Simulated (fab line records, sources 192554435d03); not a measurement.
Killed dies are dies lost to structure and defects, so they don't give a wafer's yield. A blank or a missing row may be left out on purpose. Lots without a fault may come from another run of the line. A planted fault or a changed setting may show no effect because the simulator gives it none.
fab line records | flow n5_finfet
record lots=5 wafers=15 last_day=16
route steps=1938 shown BEOL_M13@1698
lots that met no fault: from a run of the same line without faults
start_h: hours from the record's first day to the start of the lot's first wafer shown | wait_h: hours since the lot's step before | " the same as in the row above | L1.1+2: a row that stands for several wafers | - no value, or no start given | * or withheld: withheld | < > ~ a bound
route shown NAME@n: a module of which the file shows steps, and the number in the route of the first | usual: mean/standard deviation of fault-free wafers | same: alike in all rows | chamber/n: place in a boat | sites: the reading at each site | _std_site: their standard deviation | _edge_site: outer sites' mean less inner sites' | radius_mm: how far each site lies from the wafer's centre | mask NAME#n: copy n | behind: the tool/chamber that last shaped the wafer | hold: why the lot was held/for how many hours/how that ended | device: the transistor (n, p or np) that didn't switch | end of line: the same wafers' tests at the end of the route | a step without rows: its recipe alone | killed: dies lost to structure and defects at the first sort, not the wafer's yield | map: a wafer's dies, x killed, . not, _ none there
set.NAME: the setting as run; set.NAME@STEP: as run at that earlier step | model.NAME: the simulator's own value behind a step, which no gauge read
lots at some steps of the route; a table a step, a row a wafer
services: from which hour (start_h, from the record's first day; less than 0 if before it) a tool's chamber was out of use, for how many hours, and why
## steps
# step N5_BEOL_M13_OCD_MEAS_35
# usual trench_depth_nm=414/4.6
# columns lot.wafer tool chamber start_h wait_h trench_depth_nm
L080.1 ocd-02 - 279.21 0.0 416
L080.2 " - " " 414
L080.6 " - " " 413
L081.1 ocd-01 - 287.42 0.0 411
L081.2 " - " " 411
L081.4 " - " " 411
L085.1 ocd-01 - 305.62 0.0 408
L085.2 " - " " 416
L085.4 " - " " 410
L089.2 ocd-02 - 337.11 0.0 408
L089.3 " - " " 422
L089.5 " - " " 405
L093.2 ocd-02 - 349.22 0.0 420
L093.3 " - " " 406
L093.4 " - " " 417
# step N5_BEOL_M13_STRIP_37
# recipe chemistry=N2/H2 power_w=1000 temp_c=250 h2_frac=0.65 overash_fraction=0.3 pressure_mtorr=withheld n2_flow_sccm=1750 h2_flow_sccm=3250
# usual drypump_motor_current_A=5.9/0.43 heater_power_w=375/24 n2_flow_sccm=1750/5 oes_product_au=0.785/0.011
# columns lot.wafer tool chamber start_h wait_h drypump_motor_current_A heater_power_w n2_flow_sccm oes_product_au rf_hours_counter_h
L080.1 plasma_asher-02 1 279.26 0.0 6.2 369 1742 0.798 114
L080.2 " 0 " " 5.5 389 1744 0.790 114
L080.6 " 0 " " 5.5 393 1753 0.772 -
L081.1 plasma_asher-02 0 287.46 0.0 5.5 391 1743 0.750 117
L081.2 " 1 " " 6.2 388 1743 0.776 117
L081.4 " 0 " " 5.4 387 1750 0.788 -
L085.1 plasma_asher-02 0 305.66 0.0 5.5 392 1739 0.782 120
L085.2 " 1 " " 6.1 388 1748 0.788 120
L085.4 " 0 " " 5.5 375 1743 0.789 -
L089.2 plasma_asher-02 0 337.14 0.0 5.5 389 1746 0.784 125
L089.3 " 0 " " 5.5 387 1740 0.802 -
L089.5 " 1 " " 6.2 380 1757 0.798 -
L093.2 plasma_asher-02 1 349.26 0.0 6.2 382 1751 0.786 127
L093.3 " 0 " " 5.5 390 1753 0.785 -
L093.4 " 1 " " 6.2 378 1751 0.792 -
# step N5_BEOL_M13_ETCH_38
# recipe chemistry=CF4/N2 target=SiCN target_depth_a=675 taper_deg=2 time_s=71.9 ion_energy_ev=150 mask_material=SiO2 pressure_mtorr=40 source_w=430 bias_w=70 Ar_flow_sccm=100 cf4_flow_sccm=60 n2_flow_sccm=60
# usual chamber_pressure_mTorr=40.00/0.037 drypump_motor_current_A=5.8/0.52 n2_flow_sccm=59.97/0.17 oes_product_au=0.82/0.071 rf_fwd_power_W=428.3/1.5 rf_vpp_V=382.6/1.9 showerhead_plenum_p_Torr=2.22/0.066 throttle_valve_pct=15.32/0.19
# columns lot.wafer tool chamber start_h wait_h chamber_pressure_mTorr drypump_motor_current_A n2_flow_sccm oes_product_au rf_fwd_power_W rf_hours_counter_h rf_vpp_V showerhead_plenum_p_Torr throttle_valve_pct
L080.1 rie_diel-03 1 279.34 - 40.03 6.6 60.06 0.70 429.6 233 383.9 2.26 15.61
L080.2 " 2 " " 39.96 6.4 60.09 0.84 427.9 67 386.1 2.33 15.31
L080.6 " 3 " " 40.05 5.7 60.14 0.87 430.9 - 383.7 2.24 15.29
L081.1 rie_diel-02 3 287.98 - 39.97 4.9 59.89 0.95 429.8 1 384.9 2.25 15.23
L081.2 " 0 " " 40.01 6.1 60.04 0.74 427.3 179 385.5 2.28 15.18
L081.4 " 1 " " 40.01 5.8 60.00 0.91 432.2 19 380.0 2.17 15.48
L085.1 rie_diel-03 1 307.22 - 40.02 6.6 59.94 0.70 429.4 241 382.7 2.26 15.61
L085.2 " 0 " " 39.91 5.7 59.85 0.87 430.1 53 382.0 2.15 14.94
L085.4 " 3 " " 40.00 5.7 59.34 0.86 429.2 65 383.5 2.23 15.33
L089.2 rie_diel-03 2 337.24 - 39.98 6.4 60.02 0.81 427.4 84 384.8 2.32 15.34
L089.3 " 0 " " 40.00 5.7 59.86 0.86 426.9 61 379.3 2.15 14.97
L089.5 " 1 " " 40.02 6.6 60.04 0.69 427.3 - 384.4 2.26 15.63
L093.2 rie_diel-03 3 349.66 - 39.97 5.7 60.04 0.84 426.1 79 382.5 2.23 15.36
L093.3 " 2 " " 40.06 6.4 59.92 0.81 425.0 90 384.7 2.32 15.35
L093.4 " 3 " " 40.00 5.7 60.24 0.84 425.9 - 383.2 2.23 15.36
# step N5_BEOL_M13_PRECLEAN_39
# recipe chemistry=residue_remover time_s=60 temp_c=40
# usual bath_heat_duty_pct=4.5/0.57
# columns lot.wafer tool chamber start_h wait_h bath_heat_duty_pct
L080.1 wet_bench-01 4 279.47 0.1 4.7
L080.2 " 6 " " 4.0
L080.6 " 7 " " 4.4
L081.1 wet_bench-01 0 288.11 0.1 5.1
L081.2 " 7 " " 3.5
L081.4 " 6 " " 4.0
L085.1 wet_bench-04 7 307.35 0.1 4.3
L085.2 " 5 " " 4.1
L085.4 " 6 " " 4.8
L089.2 wet_bench-02 1 337.38 0.1 4.7
L089.3 " 5 " " 4.8
L089.5 " 6 " " 4.7
L093.2 wet_bench-01 1 349.79 0.1 4.8
L093.3 " 6 " " 4.1
L093.4 " 5 " " 3.4
# step N5_BEOL_M13_SRD_40
# recipe time_s=30 temp_c=23 rinse_liquid=diw dry=n2_spin spin_rpm=1500 dry_time_s=30
# usual bath_heat_duty_pct=3.7/0.47
# same dry_time_s=30
# columns lot.wafer tool chamber start_h wait_h bath_heat_duty_pct
L080.1 wet_bench-01 4 279.50 0.0 3.6
L080.2 " 6 " " 3.3
L080.6 " 7 " " 3.9
L081.1 wet_bench-01 0 288.13 0.0 4.2
L081.2 " 7 " " 3.6
L081.4 " 6 " " 3.5
L085.1 wet_bench-04 7 307.37 0.0 3.6
L085.2 " 5 " " 3.2
L085.4 " 6 " " 3.7
L089.2 wet_bench-02 1 337.40 0.0 3.9
L089.3 " 5 " " 4.5
L089.5 " 6 " " 3.8
L093.2 wet_bench-01 1 349.81 0.0 3.2
L093.3 " 6 " " 3.6
L093.4 " 5 " " 2.9
# step N5_BEOL_M13_DEGAS_41
# recipe ambient=vacuum temp_c=250 time_s=60
# usual heater_power_w=339/36
# columns lot.wafer tool chamber start_h wait_h heater_power_w
L080.1 pvd_sputter-02 - 279.55 0.0 295
L080.2 " - " " 357
L080.6 " - " " 361
L081.1 pvd_sputter-01 - 288.62 0.5 336
L081.2 " - " " 379
L081.4 " - " " 306
L085.1 pvd_sputter-03 - 307.70 0.3 395
L085.2 " - " " 353
L085.4 " - " " 313
L089.2 pvd_sputter-03 - 337.67 0.3 321
L089.3 " - " " 387
L089.5 " - " " 385
L093.2 pvd_sputter-02 - 350.10 0.3 328
L093.3 " - " " 361
L093.4 " - " " 277
# step N5_BEOL_M13_PRE_CLEAN_42
# recipe gas=H2/He time_s=30 temp_c=250
# usual heater_power_w=339/35
# columns lot.wafer tool chamber start_h wait_h heater_power_w
L080.1 pvd_sputter-02 - 279.59 0.0 298
L080.2 " - " " 353
L080.6 " - " " 358
L081.1 pvd_sputter-01 - 288.66 0.0 338
L081.2 " - " " 363
L081.4 " - " " 302
L085.1 pvd_sputter-03 - 307.74 0.0 398
L085.2 " - " " 356
L085.4 " - " " 317
L089.2 pvd_sputter-03 - 337.71 0.0 319
L089.3 " - " " 390
L089.5 " - " " 386
L093.2 pvd_sputter-02 - 350.14 0.0 324
L093.3 " - " " 371
L093.4 " - " " 277
# step N5_BEOL_M13_SPUTTER_43
# recipe material=TaN target_thk_a=150 temp_c=50 bias_v=168.6 power_w=15000 chamber_pressure_pa=0.12 time_s=24.19
# usual chamber_pressure_pa=0.11999/0.00022 throttle_valve_pct=30.2/0.86
# columns lot.wafer tool chamber start_h wait_h chamber_pressure_pa throttle_valve_pct
L080.1 pvd_sputter-02 - 279.63 0.0 0.12038 29.4
L080.2 " - " " 0.11975 29.6
L080.6 " - " " 0.12017 29.4
L081.1 pvd_sputter-01 - 288.70 0.0 0.11987 31.7
L081.2 " - " " 0.11981 30.3
L081.4 " - " " 0.12006 28.8
L085.1 pvd_sputter-03 - 307.78 0.0 0.12023 30.5
L085.2 " - " " 0.11969 28.5
L085.4 " - " " 0.11994 30.9
L089.2 pvd_sputter-03 - 337.75 0.0 0.11984 31.0
L089.3 " - " " 0.12009 30.6
L089.5 " - " " 0.1196 30.5
L093.2 pvd_sputter-02 - 350.18 0.0 0.11994 30.1
L093.3 " - " " 0.12009 29.6
L093.4 " - " " 0.11963 31.3
## services
# columns tool chamber start_h hours kind
rie_diel-02 3 256.42 2.8 repair
rie_diel-02 3 259.42 - clean
rie_diel-02 3 259.42 - consumable_replace:focus_ring
rie_diel-02 3 259.42 25.7 scheduled_down
rie_diel-02 3 259.42 25.7 vent_cycle
rie_diel-02 2 267.02 6.3 repair
pvd_sputter-01 - 300.26 1.2 repair
rie_diel-02 - 315.20 0.5 repair
pvd_sputter-01 - 330.77 4.0 repair
plasma_asher-02 - 332.21 4.7 repair
rie_diel-02 2 334.70 5.6 repair
rie_diel-03 1 340.21 - clean
rie_diel-03 1 340.21 - consumable_replace:focus_ring
rie_diel-03 1 340.21 20.5 scheduled_down
rie_diel-03 1 340.21 20.5 vent_cycle
rie_diel-03 - 349.76 2.8 pm
## key
fault none
